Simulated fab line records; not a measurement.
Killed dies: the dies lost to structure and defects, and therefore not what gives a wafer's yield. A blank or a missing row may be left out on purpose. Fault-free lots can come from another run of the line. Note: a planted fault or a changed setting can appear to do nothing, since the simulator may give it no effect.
fab line records :: flow n5-finfet :: part 2 of 2: steps 23 to 30 of 30
[record]
  lots = 5
  wafers = 15
  last-day = 16
route steps=1938 shown BEOL_M0_SAQP@634
lots that met no fault: taken from a fault-free run of the same line
start-h: hours from the record's first day to the start of the lot's first wafer shown :: wait-h: hours since the lot's step before :: " the same as in the row above :: L1.1+2: one row covering several wafers at once :: - either no value or no given start :: * or withheld: withheld :: < > ~ a bound
route shown NAME@n: names a module that has steps shown in the file, with the first one's number in the route :: usual: the fault-free wafers' mean and standard deviation :: same: alike in all rows :: chamber/n: place in a boat :: sites: readings site by site :: _std_site: standard deviation of those values :: _edge_site: mean of outer sites minus mean of inner sites :: radius-mm: for every site, how far away it sits from the centre of the wafer :: mask NAME#n: copy n :: behind: tool/chamber where the wafer was last shaped :: hold: cause of the lot's hold/its duration in hours/its outcome :: device: the n, p or np transistor that did not switch :: end of line: the same wafers' tests at the end of the route :: a step given without rows: its recipe and nothing more :: killed: count of dies lost to structure and defects at first sort (not the wafer's yield) :: map: dies across one wafer; x = killed, . = not, _ = none there
set.NAME: the setting the step ran with; set.NAME@STEP: the setting that earlier step ran with :: model.NAME: the simulator's own value behind a step, which no gauge read
lots at some steps of the route; a table a step, a row a wafer
services: the hour from which a tool's chamber was out of use, counted from the record's first day as start-h (under 0 if before that day), plus the number of hours and why
[[steps]]
[step N5_BEOL_M0_SAQP_HM_OPEN_112]
[recipe]
  chemistry = CHF3/O2
  target = SiO2
  stop-on = a-Si
  target-depth-a = 120
  over-etch-frac = 1.25
  mask-material = SOC
  time-s = 13.5
  pressure-mtorr = 30
  source-w = 650
  bias-w = 170
  Ar_flow_sccm = 200
  CHF3_flow_sccm = 50
  O2_flow_sccm = 5
  ion-energy-ev = 200
  ends = end-point
[usual]
  bias-w = 170.1/0.54
  drypump-motor-current-A = 5.9/0.43
  oes-product-au = 0.50/0.04
  rf-vpp-V = 524/7.8
  showerhead-plenum-p-Torr = 2.43/0.085
  throttle-valve-pct = 18.86/0.23
[same]
  over-etch-frac = 1.25
lot.wafer: L074.1
tool: rie-diel-06
chamber: 0
start-h: 110.85
wait-h: 0.0
bias-w: 170.4
drypump-motor-current-A: 4.9
oes-product-au: 0.47
rf-hours-counter-h: 227
rf-vpp-V: 518
showerhead-plenum-p-Torr: 2.30
throttle-valve-pct: 19.43

lot.wafer: L074.2
tool: rie-diel-06
chamber: 2
start-h: 110.85
wait-h: 0.0
bias-w: 170.0
drypump-motor-current-A: 6.4
oes-product-au: 0.48
rf-hours-counter-h: 178
rf-vpp-V: 524
showerhead-plenum-p-Torr: 2.40
throttle-valve-pct: 18.72

lot.wafer: L074.6
tool: rie-diel-06
chamber: 3
start-h: 110.85
wait-h: 0.0
bias-w: 170.0
drypump-motor-current-A: 6.3
oes-product-au: 0.54
rf-hours-counter-h: -
rf-vpp-V: 518
showerhead-plenum-p-Torr: 2.45
throttle-valve-pct: 18.79

lot.wafer: L075.1
tool: rie-diel-06
chamber: 3
start-h: 116.02
wait-h: 0.0
bias-w: 170.9
drypump-motor-current-A: 6.3
oes-product-au: 0.53
rf-hours-counter-h: 68
rf-vpp-V: 519
showerhead-plenum-p-Torr: 2.45
throttle-valve-pct: 18.79

lot.wafer: L075.3
tool: rie-diel-06
chamber: 0
start-h: 116.02
wait-h: 0.0
bias-w: 169.6
drypump-motor-current-A: 4.9
oes-product-au: 0.46
rf-hours-counter-h: 229
rf-vpp-V: 519
showerhead-plenum-p-Torr: 2.30
throttle-valve-pct: 19.42

lot.wafer: L075.4
tool: rie-diel-06
chamber: 1
start-h: 116.02
wait-h: 0.0
bias-w: 170.7
drypump-motor-current-A: 5.8
oes-product-au: 0.59
rf-hours-counter-h: 21
rf-vpp-V: 523
showerhead-plenum-p-Torr: 2.47
throttle-valve-pct: 18.75

lot.wafer: L082.1
tool: rie-diel-01
chamber: 1
start-h: 157.90
wait-h: 0.0
bias-w: 170.2
drypump-motor-current-A: 6.3
oes-product-au: 0.51
rf-hours-counter-h: 146
rf-vpp-V: 540
showerhead-plenum-p-Torr: 2.52
throttle-valve-pct: 18.47

lot.wafer: L082.4
tool: rie-diel-01
chamber: 0
start-h: 157.90
wait-h: 0.0
bias-w: 169.9
drypump-motor-current-A: 5.5
oes-product-au: 0.54
rf-hours-counter-h: 65
rf-vpp-V: 520
showerhead-plenum-p-Torr: 2.55
throttle-valve-pct: 18.92

lot.wafer: L082.5
tool: rie-diel-01
chamber: 2
start-h: 157.90
wait-h: 0.0
bias-w: 169.2
drypump-motor-current-A: 6.4
oes-product-au: 0.49
rf-hours-counter-h: -
rf-vpp-V: 512
showerhead-plenum-p-Torr: 2.31
throttle-valve-pct: 18.70

lot.wafer: L085.2
tool: rie-diel-01
chamber: 0
start-h: 174.57
wait-h: 0.0
bias-w: 170.5
drypump-motor-current-A: 5.5
oes-product-au: 0.54
rf-hours-counter-h: 71
rf-vpp-V: 520
showerhead-plenum-p-Torr: 2.55
throttle-valve-pct: 18.92

lot.wafer: L085.3
tool: rie-diel-01
chamber: 1
start-h: 174.57
wait-h: 0.0
bias-w: 169.6
drypump-motor-current-A: 6.3
oes-product-au: 0.51
rf-hours-counter-h: 152
rf-vpp-V: 541
showerhead-plenum-p-Torr: 2.51
throttle-valve-pct: 18.48

lot.wafer: L085.5
tool: rie-diel-01
chamber: 3
start-h: 174.57
wait-h: 0.0
bias-w: 170.2
drypump-motor-current-A: 5.7
oes-product-au: 0.48
rf-hours-counter-h: -
rf-vpp-V: 520
showerhead-plenum-p-Torr: 2.49
throttle-valve-pct: 18.77

lot.wafer: L091.1
tool: rie-diel-01
chamber: 3
start-h: 215.16
wait-h: 0.0
bias-w: 170.2
drypump-motor-current-A: 5.7
oes-product-au: 0.46
rf-hours-counter-h: 207
rf-vpp-V: 519
showerhead-plenum-p-Torr: 2.49
throttle-valve-pct: 18.78

lot.wafer: L091.4
tool: rie-diel-01
chamber: 0
start-h: 215.16
wait-h: 0.0
bias-w: 171.3
drypump-motor-current-A: 5.5
oes-product-au: 0.53
rf-hours-counter-h: 82
rf-vpp-V: 521
showerhead-plenum-p-Torr: 2.54
throttle-valve-pct: 18.95

lot.wafer: L091.5
tool: rie-diel-01
chamber: 0
start-h: 215.16
wait-h: 0.0
bias-w: 170.2
drypump-motor-current-A: 5.5
oes-product-au: 0.53
rf-hours-counter-h: -
rf-vpp-V: 520
showerhead-plenum-p-Torr: 2.54
throttle-valve-pct: 18.95
[step N5_BEOL_M0_SAQP_STRIP_113]
[recipe]
  chemistry = CHF3/O2
  resist = SiARC
  rf-frequency-hz = 6e+07
lot.wafer: L074.1+2+6
tool: rie-diel-06
chamber: 0,2,3
start-h: 110.90
wait-h: 0.0

lot.wafer: L075.1+3+4
tool: rie-diel-06
chamber: 3,0,1
start-h: 116.07
wait-h: 0.0

lot.wafer: L082.1+4+5
tool: rie-diel-01
chamber: 1,0,2
start-h: 157.95
wait-h: 0.0

lot.wafer: L085.2+3+5
tool: rie-diel-01
chamber: 0,1,3
start-h: 174.62
wait-h: 0.0

lot.wafer: L091.1+4+5
tool: rie-diel-01
chamber: 3,0,0
start-h: 215.21
wait-h: 0.0
[step N5_BEOL_M0_SAQP_MANDREL_ETCH_20]
[recipe]
  target-depth-a = 600
  chemistry = HBr/Cl2
  target = a-Si
  stop-on = SiNx
  bt-time-s = 10
  mask-material = SOC
  over-etch-frac = 0.5
  time-s = 30
  pressure-mtorr = 10
  icp-w = 800
  bias-w = 75
  HBr_flow_sccm = 150
  Cl2_flow_sccm = 80
  ends = end-point
[usual]
  HBr_flow_sccm = 150.0/0.46
  bias-w = 74.99/0.22
  drypump-motor-current-A = 5.6/0.46
  he-backside-leak-sccm = 2.72/0.2
  oes-product-au = 0.776/0.015
  throttle-valve-pct = 35.5/0.32
[same]
  over-etch-frac = 0.5
lot.wafer: L074.1
tool: rie-si-05
chamber: 0
start-h: 110.93
wait-h: 0.0
HBr_flow_sccm: 149.6
bias-w: 75.00
drypump-motor-current-A: 5.7
he-backside-leak-sccm: 3.01
oes-product-au: 0.780
rf-hours-counter-h: 182
throttle-valve-pct: 35.8

lot.wafer: L074.2
tool: rie-si-05
chamber: 1
start-h: 110.93
wait-h: 0.0
HBr_flow_sccm: 149.4
bias-w: 74.68
drypump-motor-current-A: 6.2
he-backside-leak-sccm: 2.75
oes-product-au: 0.790
rf-hours-counter-h: 42
throttle-valve-pct: 35.4

lot.wafer: L074.6
tool: rie-si-05
chamber: 0
start-h: 110.93
wait-h: 0.0
HBr_flow_sccm: 149.5
bias-w: 75.24
drypump-motor-current-A: 5.7
he-backside-leak-sccm: 2.97
oes-product-au: 0.783
rf-hours-counter-h: -
throttle-valve-pct: 35.7

lot.wafer: L075.1
tool: rie-si-05
chamber: 1
start-h: 116.10
wait-h: 0.0
HBr_flow_sccm: 149.4
bias-w: 74.81
drypump-motor-current-A: 6.3
he-backside-leak-sccm: 2.87
oes-product-au: 0.784
rf-hours-counter-h: 42
throttle-valve-pct: 35.4

lot.wafer: L075.3
tool: rie-si-05
chamber: 2
start-h: 116.10
wait-h: 0.0
HBr_flow_sccm: 149.5
bias-w: 75.20
drypump-motor-current-A: 5.0
he-backside-leak-sccm: 2.62
oes-product-au: 0.763
rf-hours-counter-h: 128
throttle-valve-pct: 35.6

lot.wafer: L075.4
tool: rie-si-05
chamber: 3
start-h: 116.10
wait-h: 0.0
HBr_flow_sccm: 149.8
bias-w: 74.69
drypump-motor-current-A: 5.4
he-backside-leak-sccm: 2.60
oes-product-au: 0.771
rf-hours-counter-h: 75
throttle-valve-pct: 35.4

lot.wafer: L082.1
tool: rie-si-05
chamber: 3
start-h: 157.98
wait-h: 0.0
HBr_flow_sccm: 149.6
bias-w: 74.95
drypump-motor-current-A: 5.4
he-backside-leak-sccm: 2.56
oes-product-au: 0.754
rf-hours-counter-h: 76
throttle-valve-pct: 35.5

lot.wafer: L082.4
tool: rie-si-05
chamber: 1
start-h: 157.98
wait-h: 0.0
HBr_flow_sccm: 149.5
bias-w: 74.78
drypump-motor-current-A: 6.3
he-backside-leak-sccm: 2.84
oes-product-au: 0.788
rf-hours-counter-h: 43
throttle-valve-pct: 35.4

lot.wafer: L082.5
tool: rie-si-05
chamber: 2
start-h: 157.98
wait-h: 0.0
HBr_flow_sccm: 149.7
bias-w: 74.59
drypump-motor-current-A: 5.1
he-backside-leak-sccm: 2.63
oes-product-au: 0.760
rf-hours-counter-h: -
throttle-valve-pct: 35.6

lot.wafer: L085.2
tool: rie-si-04
chamber: 2
start-h: 174.65
wait-h: 0.0
HBr_flow_sccm: 150.8
bias-w: 74.97
drypump-motor-current-A: 5.0
he-backside-leak-sccm: 2.39
oes-product-au: 0.797
rf-hours-counter-h: 8
throttle-valve-pct: 35.1

lot.wafer: L085.3
tool: rie-si-04
chamber: 0
start-h: 174.65
wait-h: 0.0
HBr_flow_sccm: 150.1
bias-w: 74.92
drypump-motor-current-A: 5.7
he-backside-leak-sccm: 2.52
oes-product-au: 0.783
rf-hours-counter-h: 86
throttle-valve-pct: 35.5

lot.wafer: L085.5
tool: rie-si-04
chamber: 1
start-h: 174.65
wait-h: 0.0
HBr_flow_sccm: 149.3
bias-w: 75.02
drypump-motor-current-A: 4.9
he-backside-leak-sccm: 2.53
oes-product-au: 0.778
rf-hours-counter-h: -
throttle-valve-pct: 35.8

lot.wafer: L091.1
tool: rie-si-05
chamber: 2
start-h: 215.25
wait-h: 0.0
HBr_flow_sccm: 150.6
bias-w: 75.10
drypump-motor-current-A: 5.0
he-backside-leak-sccm: 2.74
oes-product-au: 0.755
rf-hours-counter-h: 130
throttle-valve-pct: 35.6

lot.wafer: L091.4
tool: rie-si-05
chamber: 1
start-h: 215.25
wait-h: 0.0
HBr_flow_sccm: 150.4
bias-w: 74.93
drypump-motor-current-A: 6.3
he-backside-leak-sccm: 2.73
oes-product-au: 0.787
rf-hours-counter-h: 44
throttle-valve-pct: 35.4

lot.wafer: L091.5
tool: rie-si-05
chamber: 0
start-h: 215.25
wait-h: 0.0
HBr_flow_sccm: 150.4
bias-w: 75.07
drypump-motor-current-A: 5.7
he-backside-leak-sccm: 2.88
oes-product-au: 0.777
rf-hours-counter-h: -
throttle-valve-pct: 35.8
[step N5_BEOL_M0_SAQP_STRIP_86]
[recipe]
  chemistry = N2/H2
  power-w = 500
  temp-c = 40
  pressure-mtorr = 50
  rf-frequency-hz = 6e+07
  overash-fraction = 0.3
  bias-power-w = 28
  h2-frac = 0.5
  n2-flow-sccm = 300
  h2-flow-sccm = 300
[usual]
  drypump-motor-current-A = 5.9/0.43
  oes-product-au = 0.76/0.058
  rf-vpp-V = 121.8/1.5
  showerhead-plenum-p-Torr = 3.38/0.13
  throttle-valve-pct = 18.8/0.37
[same]
  overash-fraction = 0.3
lot.wafer: L074.1
tool: rie-diel-06
chamber: 2
start-h: 111.03
wait-h: 0.1
drypump-motor-current-A: 6.3
oes-product-au: 0.73
rf-hours-counter-h: 178
rf-vpp-V: 123.0
showerhead-plenum-p-Torr: 3.32
throttle-valve-pct: 18.9

lot.wafer: L074.2
tool: rie-diel-06
chamber: 0
start-h: 111.03
wait-h: 0.1
drypump-motor-current-A: 4.9
oes-product-au: 0.70
rf-hours-counter-h: 227
rf-vpp-V: 120.2
showerhead-plenum-p-Torr: 3.16
throttle-valve-pct: 19.3

lot.wafer: L074.6
tool: rie-diel-06
chamber: 1
start-h: 111.03
wait-h: 0.1
drypump-motor-current-A: 5.8
oes-product-au: 0.90
rf-hours-counter-h: -
rf-vpp-V: 122.4
showerhead-plenum-p-Torr: 3.44
throttle-valve-pct: 18.9

lot.wafer: L075.1
tool: rie-diel-01
chamber: 0
start-h: 116.21
wait-h: 0.1
drypump-motor-current-A: 5.5
oes-product-au: 0.84
rf-hours-counter-h: 50
rf-vpp-V: 123.3
showerhead-plenum-p-Torr: 3.56
throttle-valve-pct: 18.8

lot.wafer: L075.3
tool: rie-diel-01
chamber: 1
start-h: 116.21
wait-h: 0.1
drypump-motor-current-A: 6.3
oes-product-au: 0.80
rf-hours-counter-h: 132
rf-vpp-V: 120.8
showerhead-plenum-p-Torr: 3.50
throttle-valve-pct: 18.1

lot.wafer: L075.4
tool: rie-diel-01
chamber: 2
start-h: 116.21
wait-h: 0.1
drypump-motor-current-A: 6.4
oes-product-au: 0.75
rf-hours-counter-h: 154
rf-vpp-V: 121.0
showerhead-plenum-p-Torr: 3.23
throttle-valve-pct: 18.5

lot.wafer: L082.1
tool: rie-diel-06
chamber: 2
start-h: 158.09
wait-h: 0.1
drypump-motor-current-A: 6.3
oes-product-au: 0.72
rf-hours-counter-h: 194
rf-vpp-V: 122.5
showerhead-plenum-p-Torr: 3.31
throttle-valve-pct: 18.8

lot.wafer: L082.4
tool: rie-diel-06
chamber: 1
start-h: 158.09
wait-h: 0.1
drypump-motor-current-A: 5.8
oes-product-au: 0.86
rf-hours-counter-h: 35
rf-vpp-V: 124.7
showerhead-plenum-p-Torr: 3.43
throttle-valve-pct: 18.9

lot.wafer: L082.5
tool: rie-diel-06
chamber: 2
start-h: 158.09
wait-h: 0.1
drypump-motor-current-A: 6.4
oes-product-au: 0.72
rf-hours-counter-h: -
rf-vpp-V: 119.8
showerhead-plenum-p-Torr: 3.31
throttle-valve-pct: 18.9

lot.wafer: L085.2
tool: rie-diel-01
chamber: 2
start-h: 174.79
wait-h: 0.1
drypump-motor-current-A: 6.4
oes-product-au: 0.74
rf-hours-counter-h: 173
rf-vpp-V: 120.1
showerhead-plenum-p-Torr: 3.22
throttle-valve-pct: 18.5

lot.wafer: L085.3
tool: rie-diel-01
chamber: 0
start-h: 174.79
wait-h: 0.1
drypump-motor-current-A: 5.5
oes-product-au: 0.83
rf-hours-counter-h: 71
rf-vpp-V: 123.0
showerhead-plenum-p-Torr: 3.55
throttle-valve-pct: 18.8

lot.wafer: L085.5
tool: rie-diel-01
chamber: 1
start-h: 174.79
wait-h: 0.1
drypump-motor-current-A: 6.3
oes-product-au: 0.78
rf-hours-counter-h: -
rf-vpp-V: 121.3
showerhead-plenum-p-Torr: 3.49
throttle-valve-pct: 18.1

lot.wafer: L091.1
tool: rie-diel-01
chamber: 3
start-h: 215.49
wait-h: 0.2
drypump-motor-current-A: 5.7
oes-product-au: 0.72
rf-hours-counter-h: 207
rf-vpp-V: 120.6
showerhead-plenum-p-Torr: 3.46
throttle-valve-pct: 19.0

lot.wafer: L091.4
tool: rie-diel-01
chamber: 2
start-h: 215.49
wait-h: 0.2
drypump-motor-current-A: 6.4
oes-product-au: 0.73
rf-hours-counter-h: 183
rf-vpp-V: 121.1
showerhead-plenum-p-Torr: 3.22
throttle-valve-pct: 18.6

lot.wafer: L091.5
tool: rie-diel-01
chamber: 3
start-h: 215.49
wait-h: 0.2
drypump-motor-current-A: 5.8
oes-product-au: 0.72
rf-hours-counter-h: -
rf-vpp-V: 120.7
showerhead-plenum-p-Torr: 3.47
throttle-valve-pct: 19.0
[step N5_BEOL_M0_SAQP_STRIP_115]
[recipe]
  chemistry = post-etch-residue-remover
  time-s = 60
  temp-c = 25
  remover-ph = withheld
  remover-water-wt-pct = withheld
  remover-fluoride-wt-pct = withheld
lot.wafer: L074.1+2+6
tool: wet-bench-05
chamber: 2,5,3
start-h: 111.10
wait-h: -

lot.wafer: L075.1+3+4
tool: wet-bench-02
chamber: 0,1,6
start-h: 116.28
wait-h: -

lot.wafer: L082.1+4+5
tool: wet-bench-05
chamber: 6,4,0
start-h: 158.16
wait-h: -

lot.wafer: L085.2+3+5
tool: wet-bench-05
chamber: 0,4,6
start-h: 174.86
wait-h: -

lot.wafer: L091.1+4+5
tool: wet-bench-02
chamber: 0,4,3
start-h: 215.55
wait-h: -
[step N5_BEOL_M0_SAQP_SRD_93]
[recipe]
  dry = ipa-marangoni
  time-s = 30
  temp-c = 23
  rinse-liquid = diw
lot.wafer: L074.1+2+6
tool: wet-bench-05
chamber: 2,5,3
start-h: 111.12
wait-h: 0.0

lot.wafer: L075.1+3+4
tool: wet-bench-02
chamber: 0,1,6
start-h: 116.30
wait-h: 0.0

lot.wafer: L082.1+4+5
tool: wet-bench-05
chamber: 6,4,0
start-h: 158.18
wait-h: 0.0

lot.wafer: L085.2+3+5
tool: wet-bench-05
chamber: 0,4,6
start-h: 174.88
wait-h: 0.0

lot.wafer: L091.1+4+5
tool: wet-bench-02
chamber: 0,4,3
start-h: 215.57
wait-h: 0.0
[step N5_BEOL_M0_SAQP_RECESS_114]
[recipe]
  chemistry = HF/NH3
  target = SiO2
  target-depth-a = 144
  afs-cycles = 3
  temp-c = 30
  sublimation-temp-c = 180
  sublimation-time-s = 60
[usual]
  drypump-motor-current-A = 5.7/0.51
lot.wafer: L074.1
tool: vapor-etch-01
chamber: 1
start-h: 111.16
wait-h: 0.0
drypump-motor-current-A: 5.5

lot.wafer: L074.2
tool: vapor-etch-01
chamber: 0
start-h: 111.16
wait-h: 0.0
drypump-motor-current-A: 5.0

lot.wafer: L074.6
tool: vapor-etch-01
chamber: 1
start-h: 111.16
wait-h: 0.0
drypump-motor-current-A: 5.5

lot.wafer: L075.1
tool: vapor-etch-02
chamber: 1
start-h: 116.34
wait-h: 0.0
drypump-motor-current-A: 6.3

lot.wafer: L075.3
tool: vapor-etch-02
chamber: 1
start-h: 116.34
wait-h: 0.0
drypump-motor-current-A: 6.3

lot.wafer: L075.4
tool: vapor-etch-02
chamber: 0
start-h: 116.34
wait-h: 0.0
drypump-motor-current-A: 6.0

lot.wafer: L082.1
tool: vapor-etch-01
chamber: 1
start-h: 158.23
wait-h: 0.0
drypump-motor-current-A: 5.5

lot.wafer: L082.4
tool: vapor-etch-01
chamber: 0
start-h: 158.23
wait-h: 0.0
drypump-motor-current-A: 4.9

lot.wafer: L082.5
tool: vapor-etch-01
chamber: 0
start-h: 158.23
wait-h: 0.0
drypump-motor-current-A: 4.9

lot.wafer: L085.2
tool: vapor-etch-01
chamber: 0
start-h: 174.92
wait-h: 0.0
drypump-motor-current-A: 5.0

lot.wafer: L085.3
tool: vapor-etch-01
chamber: 1
start-h: 174.92
wait-h: 0.0
drypump-motor-current-A: 5.5

lot.wafer: L085.5
tool: vapor-etch-01
chamber: 1
start-h: 174.92
wait-h: 0.0
drypump-motor-current-A: 5.5

lot.wafer: L091.1
tool: vapor-etch-02
chamber: 0
start-h: 215.62
wait-h: 0.0
drypump-motor-current-A: 6.0

lot.wafer: L091.4
tool: vapor-etch-02
chamber: 1
start-h: 215.62
wait-h: 0.0
drypump-motor-current-A: 6.2

lot.wafer: L091.5
tool: vapor-etch-02
chamber: 0
start-h: 215.62
wait-h: 0.0
drypump-motor-current-A: 6.0
[step N5_BEOL_M0_SAQP_SPACER1_ALD_98]
[recipe]
  material = SiO2
  target-thk-a = 128
  temp-c = 300
  ald-precursor-family = BDEAS
  ald-co-reactant = O2-plasma
  pulse-time-s = 1
  purge-time-s = 2
  co-reactant-purge-time-s = 2
  ald-cycles = 138
  pressure-torr = 2
[usual]
  heater-power-w = 476/33
  precursor-pulse-height-rel = 0.997/0.021
[same]
  co-reactant-purge-time-s = 2
lot.wafer: L074.1
tool: ald-sin-03
chamber: 3
start-h: 111.55
wait-h: 0.3
heater-power-w: 507
precursor-pulse-height-rel: 0.973

lot.wafer: L074.2
tool: ald-sin-03
chamber: 2
start-h: 111.55
wait-h: 0.3
heater-power-w: 457
precursor-pulse-height-rel: 0.991

lot.wafer: L074.6
tool: ald-sin-03
chamber: 1
start-h: 111.55
wait-h: 0.3
heater-power-w: 426
precursor-pulse-height-rel: 0.970

lot.wafer: L075.1
tool: ald-sin-01
chamber: 3
start-h: 116.72
wait-h: 0.3
heater-power-w: 515
precursor-pulse-height-rel: 0.954

lot.wafer: L075.3
tool: ald-sin-01
chamber: 2
start-h: 116.72
wait-h: 0.3
heater-power-w: 504
precursor-pulse-height-rel: 1.008

lot.wafer: L075.4
tool: ald-sin-01
chamber: 1
start-h: 116.72
wait-h: 0.3
heater-power-w: 519
precursor-pulse-height-rel: 0.966

lot.wafer: L082.1
tool: ald-sin-03
chamber: 2
start-h: 158.61
wait-h: 0.3
heater-power-w: 452
precursor-pulse-height-rel: 1.010

lot.wafer: L082.4
tool: ald-sin-03
chamber: 0
start-h: 158.61
wait-h: 0.3
heater-power-w: 462
precursor-pulse-height-rel: 1.010

lot.wafer: L082.5
tool: ald-sin-03
chamber: 3
start-h: 158.61
wait-h: 0.3
heater-power-w: 512
precursor-pulse-height-rel: 1.001

lot.wafer: L085.2
tool: ald-sin-01
chamber: 1
start-h: 175.30
wait-h: 0.3
heater-power-w: 524
precursor-pulse-height-rel: 0.995

lot.wafer: L085.3
tool: ald-sin-01
chamber: 2
start-h: 175.30
wait-h: 0.3
heater-power-w: 495
precursor-pulse-height-rel: 1.017

lot.wafer: L085.5
tool: ald-sin-01
chamber: 1
start-h: 175.30
wait-h: 0.3
heater-power-w: 521
precursor-pulse-height-rel: 0.993

lot.wafer: L091.1
tool: ald-sin-02
chamber: 0
start-h: 216.75
wait-h: 1.0
heater-power-w: 429
precursor-pulse-height-rel: 0.999

lot.wafer: L091.4
tool: ald-sin-02
chamber: 1
start-h: 216.75
wait-h: 1.0
heater-power-w: 477
precursor-pulse-height-rel: 1.006

lot.wafer: L091.5
tool: ald-sin-02
chamber: 2
start-h: 216.75
wait-h: 1.0
heater-power-w: 479
precursor-pulse-height-rel: 0.986
[[services]]
tool: ald-sin-03
chamber: -
start-h: 86.48
hours: 14.0
kind: pm

tool: pvd-sputter-01
chamber: -
start-h: 86.52
hours: 4.8
kind: repair

tool: rie-diel-06
chamber: 3
start-h: 91.32
hours: 4.9
kind: repair

tool: ald-sin-01
chamber: 2
start-h: 96.95
hours: 11.7
kind: repair

tool: pecvd-04
chamber: 1
start-h: 99.31
hours: 8.8
kind: repair

tool: wet-bench-05
chamber: -
start-h: 100.10
hours: 3.6
kind: repair

tool: ald-sin-03
chamber: -
start-h: 100.48
hours: 6.1
kind: pm

tool: arfi-scanner-03
chamber: -
start-h: 114.17
hours: 1.0
kind: pm

tool: ald-sin-03
chamber: -
start-h: 115.30
hours: 6.0
kind: pm

tool: arfi-scanner-03
chamber: -
start-h: 122.06
hours: 1.3
kind: pm

tool: rie-si-05
chamber: 0
start-h: 124.86
hours: 0.9
kind: repair

tool: rie-diel-06
chamber: 2
start-h: 124.88
hours: 3.2
kind: repair

tool: pvd-sputter-01
chamber: -
start-h: 137.17
hours: 2.2
kind: repair

tool: pecvd-01
chamber: -
start-h: 139.51
hours: 14.6
kind: pm

tool: arfi-scanner-03
chamber: -
start-h: 145.43
hours: 0.8
kind: pm

tool: arfi-scanner-03
chamber: -
start-h: 163.39
hours: 1.5
kind: pm

tool: vapor-etch-02
chamber: 0
start-h: 174.20
hours: 6.3
kind: repair

tool: ald-sin-01
chamber: -
start-h: 177.12
hours: 14.0
kind: pm

tool: vapor-etch-01
chamber: -
start-h: 198.67
hours: 1.1
kind: repair

tool: rie-diel-06
chamber: 2
start-h: 201.30
hours: 23.7
kind: repair

tool: rie-diel-06
chamber: 3
start-h: 202.27
hours: 7.3
kind: repair

tool: arfi-scanner-03
chamber: -
start-h: 211.60
hours: 1.0
kind: pm

tool: rie-diel-01
chamber: -
start-h: 211.73
hours: 3.2
kind: repair

tool: ald-sin-01
chamber: -
start-h: 213.84
hours: 28.1
kind: pm
